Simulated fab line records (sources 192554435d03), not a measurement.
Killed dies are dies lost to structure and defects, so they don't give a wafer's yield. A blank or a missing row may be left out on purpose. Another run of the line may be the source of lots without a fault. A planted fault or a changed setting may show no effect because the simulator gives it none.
fab line records    flow n5Finfet
record lots=5  wafers=15  lastDay=20
route steps=1938 shown BEOL_M10@1514 BEOL_M11@1536 PASSIVATION@1936
lots that met no fault: taken from a fault-free run of the same line
startH: hours from the record's opening day to when the first of the lot's shown wafers began    waitH: hours from the lot's prior step to this one    " unchanged from the row above    L1.1+2: a row that stands for several wafers    - no value, or no start was given    * or withheld: withheld    < > ~ a bound
route shown NAME@n: NAME is a module with steps in the file, n the number in the route of the first one    usual: mean/standard deviation of fault-free wafers    same: alike in all rows    chamber/n: place in a boat    sites: the reading at each site    _std_site: the standard deviation of these    _edge_site: the outer-site mean with the inner-site mean subtracted    radiusMm: for every site, how far away it sits from the centre of the wafer    mask NAME#n: copy n    behind: the tool/chamber that last shaped the wafer    hold: what put the lot on hold/how long, in hours/how the hold closed    device: transistor that didn't switch, given as n, p or np    end of line: tests run on the same wafers once the route is complete    where a step has no rows: the recipe by itself    killed: at the first sort, the dies lost to defects and structure; wafer yield is something else    map: dies across one wafer; x = killed, . = not, _ = none there
set.NAME: the setting the step ran with; set.NAME@STEP: the setting that earlier step ran with    model.NAME: the simulator's own value behind a step, which no gauge read
a table for each step, a row for each wafer; lots at some steps of the route
services: a tool's chamber out of use, with start hour (startH, from the record's first day; less than 0 if before it), hours out, and reason
## steps
# step N5_BEOL_M10_STRIP_77
# recipe chemistry=N2/H2  timeS=10  powerW=450  tempC=40  pressureMtorr=20  rfFrequencyHz=6e+07  biasPowerW=7  n2FlowSccm=200  h2FlowSccm=200
# step N5_BEOL_M10_OCD_MEAS_38
# usual trenchDepthNm=147/3.1
lot.wafer  tool    chamber  startH  waitH  trenchDepthNm
L667.3     ocd-01  -        322.46  -      150
L667.4     "       -        "       "      150
L667.6     "       -        "       "      151
L674.1     ocd-02  -        368.70  -      146
L674.2     "       -        "       "      150
L674.4     "       -        "       "      145
L675.1     ocd-01  -        368.99  -      152
L675.3     "       -        "       "      152
L675.5     "       -        "       "      154
L679.2     ocd-02  -        404.91  -      144
L679.3     "       -        "       "      144
L679.4     "       -        "       "      148
L678.2     ocd-02  -        413.30  -      144
L678.3     "       -        "       "      145
L678.5     "       -        "       "      145
# step N5_BEOL_M10_HM_STRIP_39
# recipe chemistry=peroxideTinStrip  material=TiN  targetDepthA=250  tempC=50  timeS=158
# step N5_BEOL_M10_SRD_40
# recipe timeS=30  tempC=23  rinseLiquid=diw  dry=ipaMarangoni
# step N5_BEOL_M10_PRECLEAN_42
# recipe chemistry=residueRemover  timeS=60  tempC=40
# step N5_BEOL_M10_SRD_43
# recipe timeS=30  tempC=23  rinseLiquid=diw  dry=ipaMarangoni
# step N5_BEOL_M10_CD_MEAS_35
# recipe targetCdNm=70  polarity=opening
# usual cdNm=70.2/1
lot.wafer  tool      chamber  startH  waitH  cdNm
L667.3     cdSem-03  -        322.61  0.0    69.2
L667.4     "         -        "       "      68.9
L667.6     "         -        "       "      68.0
L674.1     cdSem-01  -        368.85  0.0    70.2
L674.2     "         -        "       "      71.0
L674.4     "         -        "       "      70.3
L675.1     cdSem-03  -        369.15  0.0    71.0
L675.3     "         -        "       "      71.1
L675.5     "         -        "       "      69.0
L679.2     cdSem-01  -        405.07  0.0    69.9
L679.3     "         -        "       "      69.1
L679.4     "         -        "       "      71.3
L678.2     cdSem-03  -        413.47  0.0    70.1
L678.3     "         -        "       "      70.3
L678.5     "         -        "       "      70.6
# step N5_BEOL_M10_CURE_72
# recipe tempC=370  timeS=120  ambient=DMADMS/He  material=SiCOH_lowk
# step N5_BEOL_M10_DEGAS_44
# recipe ambient=vacuum  tempC=250  timeS=60
# usual heaterPowerW=330/30
lot.wafer  tool           chamber  startH  waitH  heaterPowerW
L667.3     pvdSputter-03  -        322.99  0.2    300
L667.4     "              -        "       "      315
L667.6     "              -        "       "      304
L674.1     pvdSputter-03  -        369.54  0.5    327
L674.2     "              -        "       "      299
L674.4     "              -        "       "      320
L675.1     pvdSputter-01  -        370.60  1.4    323
L675.3     "              -        "       "      336
L675.5     "              -        "       "      345
L679.2     pvdSputter-03  -        405.76  0.5    297
L679.3     "              -        "       "      303
L679.4     "              -        "       "      319
L678.2     pvdSputter-02  -        414.01  0.3    389
L678.3     "              -        "       "      410
L678.5     "              -        "       "      315
# step N5_BEOL_M10_PRE_CLEAN_45
# recipe gas=H2/He  timeS=30  tempC=250
# usual heaterPowerW=330/30
lot.wafer  tool           chamber  startH  waitH  heaterPowerW
L667.3     pvdSputter-03  -        323.03  0.0    297
L667.4     "              -        "       "      320
L667.6     "              -        "       "      300
L674.1     pvdSputter-03  -        369.58  0.0    326
L674.2     "              -        "       "      299
L674.4     "              -        "       "      319
L675.1     pvdSputter-01  -        370.64  0.0    316
L675.3     "              -        "       "      332
L675.5     "              -        "       "      334
L679.2     pvdSputter-03  -        405.80  0.0    304
L679.3     "              -        "       "      303
L679.4     "              -        "       "      320
L678.2     pvdSputter-02  -        414.05  0.0    391
L678.3     "              -        "       "      412
L678.5     "              -        "       "      306
# step N5_BEOL_M10_ALD_74
# recipe material=TaN  targetThkA=20  tempC=275  aldPrecursorFamily=PDMAT  aldCoReactant=NH3  pressureTorr=3  carrierFlowSccm=1500  pulseTimeS=2  purgeTimeS=3  coReactantPurgeTimeS=2  coReactantPulseTimeS=3  aldCycles=40  precursorVesselTempC=75  precursorVesselPressureTorr=26.25  precursorVesselCarrierSccm=1000
# step N5_BEOL_M10_SURFACE_TREAT_76
# recipe gas=Ar  timeS=*  ionEnergyEv=*  ionCurrentMaCm2=0.5  pressureMtorr=*  arFlowSccm=30
# step N5_BEOL_M10_CVD_75
# recipe material=Co  targetThkA=20  tempC=withheld  precursor=CCTBA/H2  pressureTorr=30  timeS=138.9
lot.wafer  tool      chamber  startH  waitH  sinceWetCleanH
L667.3     cvdCo-02  1        323.56  0.0    1302
L667.4     "         1        "       "      -
L667.6     "         0        "       "      -
L674.1     cvdCo-01  1        370.38  0.2    234
L674.2     "         0        "       "      1130
L674.4     "         1        "       "      -
L675.1     cvdCo-01  0        371.20  0.0    1131
L675.3     "         1        "       "      235
L675.5     "         2        "       "      -
L679.2     cvdCo-02  2        406.89  0.0    489
L679.3     "         0        "       "      948
L679.4     "         0        "       "      -
L678.2     cvdCo-01  1        414.69  0.3    278
L678.3     "         2        "       "      647
L678.5     "         1        "       "      -
# step N5_BEOL_M10_SPUTTER_48
# recipe material=Cu  targetThkA=120  tempC=-20  biasV=60  powerW=26000  chamberPressurePa=0.13  timeS=2
# step N5_BEOL_M10_ECD_50
# recipe material=Cu  targetThkA=3180
# step N5_BEOL_M10_ANNEAL_51
# recipe tempC=225  timeS=90  ambient=N2
# step N5_BEOL_M10_CMP_52
# recipe stopOn=SiCOH_lowk  tOverpolishS=7  downForcePsi=1  platenRpm=50  clearingPlatenDownForcePsi=1.5  clearingPlatenRpm=50  postCmpClean=cuAlkaline  targetThkNm=140  clearingPlatenPadVelocityMS=0.99484  padVelocityMS=0.99484
# usual barrierFieldEndpointS=29.4/0.91  clearingPlatenDownForcePsi=1.5002/0.0029  motorCurrentA=6.1/0.6  overpolishRunS=6.999/0.01  timeToEndpointS=69/4.2
lot.wafer  tool    chamber  startH  waitH  barrierFieldEndpointS  clearingPlatenDownForcePsi  motorCurrentA  overpolishRunS  timeToEndpointS
L667.4     cmp-01  1        324.67  0.1    28.0                   1.4997                      6.9            7.000           60
L667.3     "       3        "       "      28.9                   1.5002                      6.9            6.991           68
L667.6     "       1        "       "      27.8                   1.4976                      6.6            6.980           61
L674.4     cmp-01  2        371.25  0.2    29.0                   1.5038                      4.8            7.008           67
L674.1     "       3        "       "      29.4                   1.4983                      7.1            7.007           67
L674.2     "       0        "       "      29.5                   1.4998                      6.4            6.996           64
L675.3     cmp-02  2        371.92  0.2    27.7                   1.5043                      6.1            6.989           62
L675.1     "       3        "       "      27.6                   1.5028                      6.3            7.012           60
L675.5     "       1        "       "      28.3                   1.4960                      7.0            6.991           65
L679.2     cmp-03  1        408.38  0.2    29.7                   1.4973                      5.5            7.015           68
L679.4     "       2        "       "      29.5                   1.4947                      5.1            7.003           72
L679.3     "       0        "       "      30.5                   1.5013                      5.9            7.002           72
L678.2     cmp-02  2        415.95  0.2    28.0                   1.4996                      6.2            6.977           65
L678.3     "       0        "       "      28.8                   1.4969                      6.5            6.993           68
L678.5     "       3        "       "      28.1                   1.4983                      6.2            6.989           61
# step N5_BEOL_M10_THK_MEAS_53
# recipe thkMeasGauge=xrf  reads=Cu_of_BEOL_M10_ECD_50
# usual M10_THK=142/3.3
lot.wafer  tool          chamber  startH  waitH  M10_THK[nm]
L667.3     filmMetro-01  -        324.96  -      145
L667.4     "             -        "       "      143
L667.6     "             -        "       "      143
L674.1     filmMetro-01  -        371.51  -      140
L674.2     "             -        "       "      144
L674.4     "             -        "       "      139
L675.1     filmMetro-01  -        372.18  -      143
L675.3     "             -        "       "      143
L675.5     "             -        "       "      145
L679.2     filmMetro-01  -        408.68  -      140
L679.3     "             -        "       "      138
L679.4     "             -        "       "      144
L678.2     filmMetro-01  -        416.27  0.3    136
L678.3     "             -        "       "      140
L678.5     "             -        "       "      137
# step N5_BEOL_M10_PRE_CLEAN_55
# recipe gas=NH3  timeS=15  tempC=withheld  rfPowerW=300
# step N5_BEOL_M10_DEP_56
# recipe material=SiCN  targetThkA=150  tempC=withheld  precursor=3MS/NH3  pressureTorr=3  rfW=202  timeS=26.5
# step N5_BEOL_M10_RS_MEAS_57
# recipe thkMeasGauge=four-point-probe  reads=Cu_of_BEOL_M10_ECD_50+Co_of_BEOL_M10_CVD_75+TaN_of_BEOL_M10_ALD_74
# usual M10_RS=0.152/0.0037
lot.wafer  tool          chamber  startH  waitH  M10_RS[ohm/sq]
L667.3     filmMetro-02  -        325.10  0.1    0.149
L667.4     "             -        "       "      0.151
L667.6     "             -        "       "      0.151
L674.1     filmMetro-01  -        371.64  0.1    0.155
L674.2     "             -        "       "      0.149
L674.4     "             -        "       "      0.156
L675.1     filmMetro-02  -        372.35  0.1    0.151
L675.3     "             -        "       "      0.150
L675.5     "             -        "       "      0.148
L679.2     filmMetro-02  -        408.81  0.1    0.154
L679.3     "             -        "       "      0.156
L679.4     "             -        "       "      0.149
L678.2     filmMetro-02  -        416.40  0.1    0.160
L678.3     "             -        "       "      0.155
L678.5     "             -        "       "      0.158
# step N5_BEOL_M11_ILD_DEP_00
# recipe material=SiCOH_lowk  targetThkA=3085.1  tempC=300  precursor=DEMS/porogen  pressureTorr=5  rfW=500  timeS=58
# step N5_BEOL_M11_CURE_71
# recipe tempC=385  timeS=240  ambient=He/Ar  material=SiCOH_lowk
# step N5_BEOL_M11_THK_MEAS_01
# recipe reads=SiCOH_lowk_of_BEOL_M11_ILD_DEP_00
# usual M11_ILD_THK=267/3.6
lot.wafer  tool          chamber  startH  waitH  M11_ILD_THK[nm]
L667.3     filmMetro-01  -        325.75  0.3    262
L667.4     "             -        "       "      275
L667.6     "             -        "       "      266
L674.1     filmMetro-01  -        372.32  0.4    267
L674.2     "             -        "       "      267
L674.4     "             -        "       "      271
L675.1     filmMetro-02  -        373.03  0.4    262
L675.3     "             -        "       "      268
L675.5     "             -        "       "      269
L679.2     filmMetro-02  -        409.50  0.4    269
L679.3     "             -        "       "      272
L679.4     "             -        "       "      271
L678.2     filmMetro-01  -        417.41  0.4    268
L678.3     "             -        "       "      264
L678.5     "             -        "       "      270
# step N5_BEOL_M11_PECVD_70
# recipe material=SiO2  targetThkA=200  tempC=400  precursor=TEOS/O2  pressureTorr=5.5  rfW=450  teosFlowSccm=53.8  gas=O2  flowSccm=3000  timeS=22.7
# step N5_BEOL_M11_HM_DEP_02
# recipe material=TiN  targetThkA=200  tempC=25  chamberPressurePa=0.49996
# usual throttleValvePct=30.4/0.74
lot.wafer  tool           chamber  startH  waitH  throttleValvePct
L667.3     pvdSputter-03  -        326.55  0.7    29.2
L667.4     "              -        "       "      32.2
L667.6     "              -        "       "      31.8
L674.1     pvdSputter-03  -        372.50  0.1    30.8
L674.2     "              -        "       "      30.2
L674.4     "              -        "       "      29.3
L675.1     pvdSputter-02  -        374.76  1.7    30.4
L675.3     "              -        "       "      30.0
L675.5     "              -        "       "      30.3
L679.2     pvdSputter-01  -        410.50  0.9    30.6
L679.3     "              -        "       "      30.4
L679.4     "              -        "       "      30.1
L678.2     pvdSputter-01  -        419.40  1.9    29.8
L678.3     "              -        "       "      30.2
L678.5     "              -        "       "      30.5
# step N5_BEOL_M11_COAT_59
# recipe resist=SOC  tempC=250  timeS=60  spinRpm=1500  resistThkNm=100
# step N5_BEOL_M11_COAT_60
# recipe resist=SiARC  tempC=220  timeS=60  spinRpm=1500  resistThkNm=30
# step N5_BEOL_M11_COAT_05
# recipe resist=CAR-ArF  spinRpm=1500  resistThkNm=90
# step N5_BEOL_M11_EBR_07
# recipe solvent=PGMEA  ebrWidthMm=1.5
# step N5_BEOL_M11_SOFTBAKE_06
# recipe tempC=110  timeS=60  resist=CAR-ArF
# step N5_BEOL_M11_EXPOSE_08
# recipe maskId=M11  na=1.35  sourceShape=dipole  sigmaInner=0.411  sigmaOuter=0.611  polarization=te  doseMj=53.75
# step N5_BEOL_M11_PEB_09
# recipe pebTempC=withheld  pebTimeS=60  resist=CAR-ArF
# step N5_BEOL_M11_DEVELOP_10
# recipe developTimeS=30  developer=TMAH  resist=CAR-ArF  rinseLiquid=diw  dry=airSpin  devTempC=23
# step N5_BEOL_M11_CD_MEAS_11
# recipe targetCdNm=64.1  landingEnergyEv=500  detector=seInlens  polarity=opening
# usual cdNm=63.8/0.83
lot.wafer  tool      chamber  startH  waitH  cdNm
L667.3     cdSem-03  0        326.93  -      64.6
L667.4     "         0        "       "      64.4
L667.6     "         0        "       "      64.1
L674.1     cdSem-02  0        376.19  -      62.6
L674.2     "         0        "       "      62.5
L674.4     "         0        "       "      63.2
L675.1     cdSem-03  0        376.23  -      64.2
L675.3     "         0        "       "      64.2
L675.5     "         0        "       "      66.1
L679.2     cdSem-01  0        410.87  -      63.9
L679.3     "         0        "       "      63.6
L679.4     "         0        "       "      63.2
L678.2     cdSem-02  0        419.90  -      62.7
L678.3     "         0        "       "      63.8
L678.5     "         0        "       "      63.9
# step N5_BEOL_M11_OVL_MEAS_12
# recipe pointsPerWafer=44
# usual M11_OVL=0.2/0.78
lot.wafer  tool        chamber  startH  waitH  M11_OVL[nm]
L667.3     overlay-01  0        326.95  0.0    -0.2
L667.4     "           0        "       "      1.7
L667.6     "           0        "       "      1.8
L674.1     overlay-01  0        376.23  0.0    -0.8
L674.2     "           0        "       "      -0.7
L674.4     "           0        "       "      -0.3
L675.1     overlay-01  0        376.26  0.0    0.4
L675.3     "           0        "       "      0.4
L675.5     "           0        "       "      0.6
L679.2     overlay-01  0        410.90  0.0    0.5
L679.3     "           0        "       "      -0.6
L679.4     "           0        "       "      -0.4
L678.2     overlay-01  0        419.93  0.0    -1.0
L678.3     "           0        "       "      1.1
L678.5     "           0        "       "      0.1
# step N5_BEOL_M11_DESCUM_16
# recipe chemistry=O2  timeS=7.9  sourcePowerW=50  biasPowerW=20  pressureMtorr=20  rfFrequencyHz=2.712e+07  tempC=40  resist=CAR-ArF  o2FlowSccm=225
# usual drypumpMotorCurrentA=5.8/0.37  oesProductAu=0.80/0.079  rfVppV=243.3/1.7  showerheadPlenumPTorr=2.10/0.084  tempC=40.01/0.12  throttleValvePct=20.39/0.25
lot.wafer  tool        chamber  startH  waitH  drypumpMotorCurrentA  oesProductAu  rfHoursCounterH  rfVppV  showerheadPlenumPTorr  tempC  throttleValvePct
L667.3     rieDiel-06  2        327.03  0.1    5.2                   0.82          67               246.4   2.10                   40.16  19.90
L667.4     "           0        "       "      6.3                   0.77          132              242.9   2.10                   39.93  20.33
L667.6     "           1        "       "      5.5                   0.98          -                244.8   2.14                   39.97  20.00
L674.1     rieDiel-02  3        376.50  0.2    5.9                   0.71          228              244.4   2.18                   39.89  20.69
L674.2     "           1        "       "      5.4                   0.73          184              243.2   2.01                   40.16  20.33
L674.4     "           2        "       "      5.7                   0.72          197              240.4   1.91                   39.85  20.59
L675.1     rieDiel-03  0        376.77  0.5    6.1                   0.75          171              242.2   2.11                   39.95  20.34
L675.3     "           2        "       "      6.2                   0.79          119              243.6   2.18                   40.17  20.27
L675.5     "           2        "       "      6.2                   0.80          -                244.4   2.18                   40.11  20.29
L679.2     rieDiel-03  3        410.96  0.0    5.1                   0.80          100              243.9   2.17                   40.13  20.14
L679.3     "           2        "       "      6.2                   0.78          130              245.4   2.18                   39.82  20.29
L679.4     "           1        "       "      5.7                   0.93          26               243.5   2.15                   40.22  20.79
L678.2     rieDiel-03  0        420.70  0.7    6.2                   0.75          186              242.2   2.10                   40.04  20.35
L678.3     "           3        "       "      5.2                   0.81          104              246.0   2.17                   40.19  20.13
L678.5     "           2        "       "      6.2                   0.79          -                244.4   2.18                   39.89  20.29
# step N5_BEOL_M11_ETCH_61
# recipe chemistry=CF4  target=SiARC  targetDepthA=390  maskMaterial=CAR-ArF  timeS=65  ionEnergyEv=80  pressureMtorr=40  sourceW=545  biasW=36  Ar_flow_sccm=100  cf4FlowSccm=100  ends=cleared
# step N5_BEOL_M11_ETCH_62
# recipe chemistry=N2/H2  target=SOC  targetDepthA=1100  overetchA=220  maskMaterial=SiARC  tempC=40  timeS=165  ionEnergyEv=200  pressureMtorr=30  sourceW=840  biasW=150  n2FlowSccm=200  h2FlowSccm=200
# step N5_BEOL_M11_STRIP_68
# recipe chemistry=N2/H2  tempC=40  n2FlowSccm=200  h2FlowSccm=200  rfFrequencyHz=6e+07
# step N5_PASSIVATION_PROBE_49
# usual defectLimitedYield=91.4/1.4  killed_at_M0_to_M3=34/9.1  killed_at_M4_up=14/5.2  killedAtContacts=12/6.4  killedAtFrontEnd=38/11  killedAtOther=3.7/2.8  killedDies=102/17  killedOpen=68/13  killedShort=32/7.8  sort_bin_5_function=5.1/1  sort_bin_6_memory=3.2/0.66  sort_bin_8_speed=0.1/0.92  sortNPass=1076/19  sortYieldPct=91.2/1.6
# same grossDies=1180  killedAtBackSide=0  sort_bin_4_leakage[%]=0
lot.wafer  tool       chamber  startH  waitH  defectLimitedYield[%]  killed_at_M0_to_M3  killed_at_M4_up  killedAtContacts  killedAtFrontEnd  killedAtOther  killedDies  killedOpen  killedShort  sort_bin_5_function[%]  sort_bin_6_memory[%]  sort_bin_8_speed[%]  sortNPass  sortYieldPct[%]
L667.3     prober-02  -        369.62  0.1    83.5                   42                  106              17                26                4              195         65          33           9.7                     5.3                   0                    985        83.5
L667.4     prober-02  -        369.67  0.2    85.7                   29                  104              8                 27                1              169         54          24           9.5                     2.8                   0                    1011       85.7
# killed by level:class
L667.3 BEOL_M10:unspecified=96 MOL_CONTACT_COAG:geometricParticle:open=12 BEOL_M0_SAQP:geometricParticle:short=12 STI_FIN_REVEAL:geometricParticle:open=11 BEOL_M2:geometricParticle:open=10 BEOL_M0_SAQP:geometricParticle:open=9 MOL_CONTACT_COAG:geometricParticle:short=5 GATE_CUT:geometricParticle:open=4
L667.4 BEOL_M10:unspecified=91 BEOL_M2:geometricParticle:open=10 STI_FIN_REVEAL:geometricParticle:open=8 MOL_CONTACT_COAG:geometricParticle:open=7 FIN_SAQP:geometricParticle:short=5 BEOL_M5:geometricParticle:open=5 BEOL_M0_SAQP:geometricParticle:short=4 GATE_CUT:geometricParticle:short=3
# map L667.3 (x killed, . not)
_________________.........x..________________
______________.......xx....xx..._____________
___________...........xx.........x.__________
__________...x.....x..........x.x..._________
________.x..x...............x.x......._______
_______................................______
______...x.......x.x...................._____
_____.x...x................x.............____
____.............x..x...x.................___
___.............xx.........................__
___......x................x................__
__...x..x..x.........x...xx.....x.......x..._
__.x.xx..x...........x......................_
_..xxxx.xxx.xx.x.x.................x.........
_xxxxxxx.x.xxx.......x...........x...........
_xxxxxxxxxxx...........x.....................
_.xxxxxxxxxx........x............x.......x...
_xxxxxxxxxxx......x.......................x.x
_xxxxxxx.xxx.x....x...x...x.......x.........x
_xxxxxxxxxxxxx................x..............
_xxxx.xxxxxxxx......x..........x.............
__xx...xx.....xx........x...x..............._
__.....xxx......x.xx......x..............x.._
___....x......................x.....x......__
___.......................................x__
____......x.x...................x..x......___
_____xx..x.............x....x............____
______..xx.............................._____
_______............x...........x...x..x______
________.....................x........_______
__________.......x....x.......x.x..._________
___________............x.......x...__________
______________..............x.x._____________
_________________.x..........________________
# map L679.4 (x killed, . not)
_________________.x..........________________
______________xx.........x......_____________
___________........................__________
__________.x..........x............._________
________.x.x.x......x...........x....._______
_______.......x.x.....x.........x....xx______
______......xx.x.x....x..x.....x........_____
_____x.x..........................x......____
____...x..x...x...x.......................___
___...............x............x...........__
___..x.x...x.....................x...x..x..__
__...x...x...x................x......x.....x_
__..x.x.....x....................x.x.x.xx..._
_.............x...........x..........x..x....
_...x.........x........xx...........x.x...x..
_.x..............................x.x.....x...
_.........x......................x...........
_......x.....x.x.....xx......................
_............x..x..........xx................
_.........................x...x..............
_.......x..............xx....x...............
__.....................x........x..x.....x.._
__......x.....................x..x.........._
___.....x...x.........x.....xx.............__
___............xx...........x...x..........__
____...x..................................___
_____..x.......x..xx.........x..x........____
______........................x.....x..._____
_______.x.x...x................x.......______
________..x.x......................x.._______
__________...........x...x......x..._________
___________.........x...xx...x.....__________
______________.....x........x..._____________
_________________..x.........________________
## services
tool        chamber  startH  hours  kind
cvdCo-01    2        308.57  5.2    repair
cmp-02      -        316.58  2.1    repair
rieDiel-03  1        329.37  6.6    repair
cvdCo-02    1        333.33  -      clean
cvdCo-02    1        333.33  22.0   scheduledDown
cvdCo-02    1        333.33  22.0   ventCycle
cvdCo-01    0        340.67  19.2   repair
rieDiel-03  1        340.94  8.2    repair
cmp-01      -        351.23  0.9    repair
rieDiel-03  0        353.27  4.3    repair
cmp-03      -        353.81  6.1    pm
cvdCo-02    -        360.18  14.6   pm
rieDiel-02  0        384.42  8.9    repair
cmp-01      -        385.15  1.7    repair
cmp-01      -        392.53  4.0    pm
cmp-01      -        396.53  -      consumableReplace:conditioner
cmp-01      -        396.53  -      consumableReplace:pad
rieDiel-02  1        402.36  6.6    repair
rieDiel-02  2        408.53  8.2    repair
rieDiel-06  -        416.45  15.6   pm
## key
firstSign step=N5_PASSIVATION_PROBE_49  reading=killed_at_M4_up  direction=up  sigmas=18  usual=14  struck=105
effect step=N5_PASSIVATION_PROBE_49  reading=defectLimitedYield  direction=down  sigmas=4.7  usual=91.4  struck=84.6
moreKillsBornAt N5_BEOL_M10_CVD_75@cvdCo-02=187
metAt N5_BEOL_M10_CVD_75
struckWafers L667.3,L667.4
fault kind=chamberParticleSource  tool=cvdCo-02  chamber=1  onsetH=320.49  steps=N5_BEOL_M10_CVD_75  ratePerVisitCm2=0.52797  endH=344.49
